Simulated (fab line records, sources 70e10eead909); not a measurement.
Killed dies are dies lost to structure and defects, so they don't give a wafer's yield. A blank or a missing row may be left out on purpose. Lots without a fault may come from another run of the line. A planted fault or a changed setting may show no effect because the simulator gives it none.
A struck lot beside a sound one | flow nand_harc | 14 steps out of a route of 1159
Sound: wafers L841.2, L841.4, L841.6. Struck: wafers L835.2, L835.3, L835.4. The cause comes at the end.
At each step with rows: each side's tool, then ch and its chambers, then its first start. Under that, the readings that differ: sound wafers | struck wafers | difference of the means | sigmas: that difference in standard deviations of wafers without a fault.
alike: readings whose means differ by less than 2 such deviations, and words and numbers that are the same on both sides. not compared: withheld readings, readings that some wafer has no value for, bounds like >300 that may hide the same value, and numbers for which the record gives no deviation and whose values overlap.
The two part at a step that has a row with sigmas, a row that says differs or no value, or rows on one side only. Numbers that don't overlap but have no deviation are shown without sigmas and don't part them. A reading that every wafer of one side lacks parts them only if that side has two wafers or more.

first, 2 steps without rows for these wafers: NHARC_A_SOURCE_PLATE_SRD_01; NHARC_A_SOURCE_PLATE_OXIDE_02 (material SiO2, target thk 10 nm, ox time 1362 s).
NHARC_A_SOURCE_PLATE_THK_MEAS_09: measures by ellipsometry.
  sound on film_metro-02, day 11 01:51; struck on film_metro-01, day 9 16:51
  alike: thk_nm
then, 3 steps without rows for these wafers: NHARC_A_SOURCE_PLATE_PVD_04 (deposits WSi2, target thk 50 nm); NHARC_A_SOURCE_PLATE_CVD_03 (deposits poly-Si, target thk 200 nm, time 4000 s); NHARC_A_SOURCE_PLATE_ANNEAL_05 (time 1800 s).
NHARC_A_SOURCE_PLATE_THK_MEAS_06: measures by ellipsometry.
  sound on film_metro-01, day 11 14:59; struck on film_metro-01, day 10 06:56
  alike: thk_nm
NHARC_A_SOURCE_PLATE_INSPECT_08:
  sound on defect_inspect-01, day 11 15:02; struck on defect_inspect-01, day 10 07:01
  alike: raw_defect_count
then, 1 step without rows for these wafers: NHARC_A_ONON_D1_DEP_00 (target thk 1000 nm).
NHARC_A_ONON_D1_THK_MEAS_02: measures by ellipsometry.
  sound on film_metro-01, day 11 15:37; struck on film_metro-02, day 10 07:36
  alike: thk_nm
NHARC_A_ONON_D1_DEP_03: target thk 1000 nm.
  sound on pecvd_onon-04 ch 0, day 11 15:43; struck on pecvd_onon-03 ch 0, day 10 07:43
NHARC_A_ONON_D1_THK_MEAS_05: measures by ellipsometry.
  sound on film_metro-02, day 11 16:13; struck on film_metro-01, day 10 08:11
  reading     | sound          | struck      | difference | sigmas
  thk_nm (nm) | 1013 1014 1013 | 438 438 438 | -575       | -65
then, 1 step without rows for these wafers: NHARC_A_ONON_D1_DEP_06 (target thk 1000 nm).
-- the record jumps here: 11 days lie between the struck wafers' starts before and after (it left off in module A_ONON_D1 and takes up again in module END, whose first step shown is number 1159 of the route) --
NHARC_END_SORT_01:
  the record has rows for the struck wafers here (prober-01 ch 0, day 21 18:16) and none for the sound ones

WHERE THEY PART
First at NHARC_A_ONON_D1_THK_MEAS_05; last, within this record, at NHARC_END_SORT_01.

WHY: what the simulator had put in
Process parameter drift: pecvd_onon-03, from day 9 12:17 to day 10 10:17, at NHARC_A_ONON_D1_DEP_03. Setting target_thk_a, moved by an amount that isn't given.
